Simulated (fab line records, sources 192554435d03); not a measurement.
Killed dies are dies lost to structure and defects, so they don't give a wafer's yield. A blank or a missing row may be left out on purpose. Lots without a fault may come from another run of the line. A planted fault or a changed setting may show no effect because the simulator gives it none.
Which tool did it? | flow n5_finfet | 9 lots, 27 wafers sampled, at 5 steps of a route of 1938

WHAT THE GAUGES READ, wafer by wafer
N5_BEOL_M0_SAQP_INSPECT_42: inspects for defects (brightfield). Usual: raw_defect_count 275, standard deviation 80.
lot  | measured     | on                | raw_defect_count | flag
L468 | day 6 01:59  | defect_inspect-01 | 307 407 454      |
L469 | day 6 09:40  | defect_inspect-02 | 181 261 186      |
L473 | day 7 03:56  | defect_inspect-02 | 400 293 289      |
L475 | day 7 19:29  | defect_inspect-01 | 281 271 379      |
L480 | day 9 02:31  | defect_inspect-01 | 171 223 209      |
L482 | day 9 15:07  | defect_inspect-02 | 166 211 188      |
L487 | day 10 17:56 | defect_inspect-01 | 131 151 142      |
L488 | day 10 21:56 | defect_inspect-01 | 215 194 195      |
L489 | day 11 06:19 | defect_inspect-01 | 220 213 328      |

N5_BEOL_M0_CUTY_CD_MEAS_57: target cd 200 nm. Usual: cd_nm 200.5 nm, standard deviation 1.1.
lot  | measured     | on        | cd_nm (nm)        | flag
L468 | day 6 03:20  | cd_sem-01 | 201.1 202.5 201.7 |
L469 | day 6 10:57  | cd_sem-01 | 198.2 201.1 200.3 |
L473 | day 7 05:14  | cd_sem-03 | 201.3 201.3 201.0 |
L475 | day 7 21:04  | cd_sem-03 | 201.9 200.1 201.8 |
L480 | day 9 04:14  | cd_sem-02 | 203.2 202.2 202.5 |
L482 | day 9 16:32  | cd_sem-02 | 201.6 200.1 201.8 |
L487 | day 10 19:17 | cd_sem-02 | 199.7 201.0 200.1 |
L488 | day 10 23:16 | cd_sem-02 | 201.2 199.9 201.2 |
L489 | day 11 08:08 | cd_sem-03 | 198.5 200.4 198.9 |

N5_BEOL_M4_RC_MEAS_101. Usual: DIBL_N 36.0 mV/V, standard deviation 2.5; DIBL_P 36.2 mV/V, standard deviation 3; IOFF_N 0.16 nA/um, standard deviation 0.044; IOFF_P 0.21 nA/um, standard deviation 0.049; ION_N 671 uA/um, standard deviation 15; ION_P 461 uA/um, standard deviation 8.7; SS_N 71.5 mV/dec, standard deviation 0.72; SS_P 73.4 mV/dec, standard deviation 0.9; VT_N 251 mV, standard deviation 4.4; VT_P -250 mV, standard deviation 4.
lot  | measured     | on        | DIBL_N (mV/V)  | DIBL_P (mV/V)  | IOFF_N (nA/um) | IOFF_P (nA/um) | ION_N (uA/um) | ION_P (uA/um) | SS_N (mV/dec)  | SS_P (mV/dec)  | VT_N (mV)   | VT_P (mV)      | flag
L468 | day 8 21:15  | prober-02 | 34.6 33.6 33.5 | 36.4 35.3 35.5 | 0.13 0.13 0.13 | 0.19 0.17 0.18 | 652 660 652   | 449 452 447   | 71.9 71.7 72.0 | 73.2 73.2 73.0 | 254 253 254 | -252 -253 -255 |
L469 | day 8 21:51  | prober-01 | 39.1 36.2 35.8 | 39.3 36.5 34.4 | 0.23 0.17 0.16 | 0.27 0.23 0.20 | 683 688 659   | 463 468 451   | 73.2 71.3 71.9 | 74.2 73.4 73.2 | 247 248 249 | -246 -248 -248 |
L473 | day 10 03:35 | prober-01 | 36.4 34.6 35.0 | 36.8 33.4 35.4 | 0.15 0.11 0.12 | 0.20 0.16 0.20 | 678 653 669   | 464 452 468   | 71.5 70.4 71.6 | 73.5 72.5 72.8 | 252 255 255 | -251 -253 -252 |
L475 | day 10 06:41 | prober-01 | 34.1 36.0 37.1 | 32.0 35.3 37.1 | 0.11 0.13 0.15 | 0.14 0.16 0.20 | 661 658 654   | 453 450 455   | 70.8 71.4 72.1 | 72.9 73.9 74.2 | 259 255 251 | -259 -258 -254 |
L480 | day 11 18:24 | prober-01 | 36.0 36.6 35.9 | 36.7 38.2 35.8 | 0.15 0.17 0.15 | 0.22 0.24 0.19 | 671 686 658   | 461 471 450   | 71.7 71.6 72.3 | 73.2 74.0 73.3 | 252 250 254 | -247 -244 -253 |
L482 | day 12 11:42 | prober-02 | 34.1 37.7 34.2 | 35.5 38.3 35.0 | 0.13 0.21 0.14 | 0.21 0.25 0.20 | 669 676 667   | 466 466 466   | 71.0 72.5 71.3 | 73.4 74.1 73.2 | 251 247 249 | -248 -247 -252 |
L487 | day 13 18:57 | prober-02 | 36.2 33.7 39.4 | 37.6 33.4 39.8 | 0.16 0.11 0.22 | 0.25 0.17 0.28 | 674 657 694   | 477 453 471   | 71.6 71.6 73.2 | 73.7 72.2 73.9 | 250 256 243 | -247 -254 -246 |
L488 | day 13 21:25 | prober-01 | 36.4 39.7 34.3 | 36.3 40.5 32.5 | 0.17 0.26 0.13 | 0.25 0.34 0.18 | 678 698 672   | 473 475 460   | 72.1 72.2 70.5 | 73.6 74.3 72.5 | 251 242 251 | -248 -244 -249 |
L489 | day 13 20:39 | prober-01 | 40.1 36.2 37.9 | 40.6 35.1 37.6 | 0.25 0.13 0.19 | 0.31 0.19 0.25 | 689 651 675   | 470 453 463   | 73.0 71.1 71.8 | 74.3 73.0 73.6 | 245 255 246 | -242 -252 -246 |

WHICH TOOL RAN EACH LOT (tool, then ch and the chambers of the sampled wafers, then the start)
lot  | N5_BEOL_M0_SAQP_ETCH_73            | N5_BEOL_M0_CUTY_EXPOSE_54
L468 | rie_diel-06 ch 1,2, day 6 02:05    | arfi_scanner-03 ch 0, day 6 03:12
L469 | rie_diel-03 ch 0,1,2, day 6 09:45  | arfi_scanner-03 ch 0, day 6 10:50
L473 | rie_diel-04 ch 0,1,2, day 7 04:01  | arfi_scanner-03 ch 0, day 7 05:07
L475 | rie_diel-06 ch 0,3, day 7 19:34    | arfi_scanner-03 ch 0, day 7 20:57
L480 | rie_diel-03 ch 0,2, day 9 02:50    | arfi_scanner-01 ch 0, day 9 04:07
L482 | rie_diel-04 ch 1,2,3, day 9 15:13  | arfi_scanner-01 ch 0, day 9 16:24
L487 | rie_diel-04 ch 0,1,2, day 10 18:01 | arfi_scanner-01 ch 0, day 10 19:10
L488 | rie_diel-06 ch 2,3, day 10 22:01   | arfi_scanner-02 ch 0, day 10 23:09
L489 | rie_diel-04 ch 0,3, day 11 06:44   | arfi_scanner-01 ch 0, day 11 08:01
- N5_BEOL_M0_SAQP_ETCH_73: etches SiARC in CF4, target depth 19.5 nm, time 32.5 s.
- N5_BEOL_M0_CUTY_EXPOSE_54: exposes mask M0 ABLK.

WHAT THE TOOLS THEMSELVES READ (means of the sampled wafers that have a number; where no wafer has one, the mark that the record gives instead)
N5_BEOL_M0_SAQP_ETCH_73. Usual: drypump_motor_current_A 5.6 A, standard deviation 0.43; etch_rf_on_time_s 32.8 s, standard deviation 1.1; mfc_ar_sccm 100.1 sccm, standard deviation 0.33; oes_product_au 0.67 a.u., standard deviation 0.072; rf_vpp_V 184.0 V, standard deviation 1; showerhead_plenum_p_Torr 2.13 Torr, standard deviation 0.052; throttle_valve_pct 15.67 %, standard deviation 0.2.
lot  | tool        | drypump_motor_current_A (A) | etch_rf_on_time_s (s) | mfc_ar_sccm (sccm) | oes_product_au (a.u.) | rf_vpp_V (V) | showerhead_plenum_p_Torr (Torr) | throttle_valve_pct (%) | flag
L468 | rie_diel-06 | 5.8                         | 33.0                  | 100.0              | 0.63                  | 183.3        | 2.13                            | 15.78                  |
L469 | rie_diel-03 | 5.3                         | 34.1                  | 100.0              | 0.67                  | 184.0        | 2.18                            | 15.67                  |
L473 | rie_diel-04 | 5.6                         | 31.7                  | 100.1              | 0.62                  | 183.4        | 2.10                            | 15.81                  |
L475 | rie_diel-06 | 5.9                         | 33.1                  | 99.8               | 0.74                  | 183.2        | 2.16                            | 15.43                  |
L480 | rie_diel-03 | 5.2                         | 33.0                  | 99.6               | 0.67                  | 183.4        | 2.13                            | 15.62                  |
L482 | rie_diel-04 | 5.3                         | 32.1                  | 100.1              | 0.65                  | 183.5        | 2.08                            | 15.71                  |
L487 | rie_diel-04 | 5.6                         | 32.0                  | 100.1              | 0.60                  | 183.3        | 2.09                            | 15.85                  |
L488 | rie_diel-06 | 6.2                         | 33.0                  | 100.0              | 0.67                  | 183.7        | 2.15                            | 15.60                  |
L489 | rie_diel-04 | 5.4                         | 33.6                  | 100.1              | 0.68                  | 183.8        | 2.10                            | 15.65                  |

N5_BEOL_M0_CUTY_EXPOSE_54. Usual: exposure_dose_mJ_cm2 35.97, standard deviation 0.035.
lot  | tool            | exposure_dose_mJ_cm2 | flag
L468 | arfi_scanner-03 | 35.95                |
L469 | arfi_scanner-03 | 35.95                |
L473 | arfi_scanner-03 | 35.59                | OFF
L475 | arfi_scanner-03 | 35.66                | OFF
L480 | arfi_scanner-01 | 35.94                |
L482 | arfi_scanner-01 | 35.95                |
L487 | arfi_scanner-01 | 35.93                |
L488 | arfi_scanner-02 | 35.98                |
L489 | arfi_scanner-01 | 35.97                |

THE ANSWER, worked out from the rows above alone
Rule: a lot is off if the mean of its wafers that have a number lies more than 3 standard deviations from the usual mean. A lot without any number at a reading at which 4 lots or more have one is off too. The other lots that the step has rows for count as sound. The gauges are gone through in route order, then the tools' own readings, and for those a lot's mean is taken as printed above. The first step at which some lot is off is used, and at that step the reading that is off furthest; a lot without a number counts as furthest.
Off: L473, L475, at N5_BEOL_M0_CUTY_EXPOSE_54 (exposure_dose_mJ_cm2).
A tool fits if, at that step or a process step before it, it ran every lot that is off, and no sound lot after the first of them. One fits: arfi_scanner-03 at N5_BEOL_M0_CUTY_EXPOSE_54. Its last sound lot is L469 (day 6 10:50), its first lot that is off L473 (day 7 05:07): a fault that began between those two fits.
The tool's own readings at N5_BEOL_M0_CUTY_EXPOSE_54 bear it out: on the lots that are off they differ by more than 5 times the standard deviation of the sound lots' means. exposure_dose_mJ_cm2 reads 35.62 there against 35.95 on the sound lots.

WHAT THE SIMULATOR HAD PUT IN
Process parameter drift: arfi_scanner-03, from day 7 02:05 on, at N5_BEOL_M0_CUTY_EXPOSE_54. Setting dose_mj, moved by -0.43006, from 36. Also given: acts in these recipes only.
Lots struck among those shown: L473, L475. The rule above found the same.
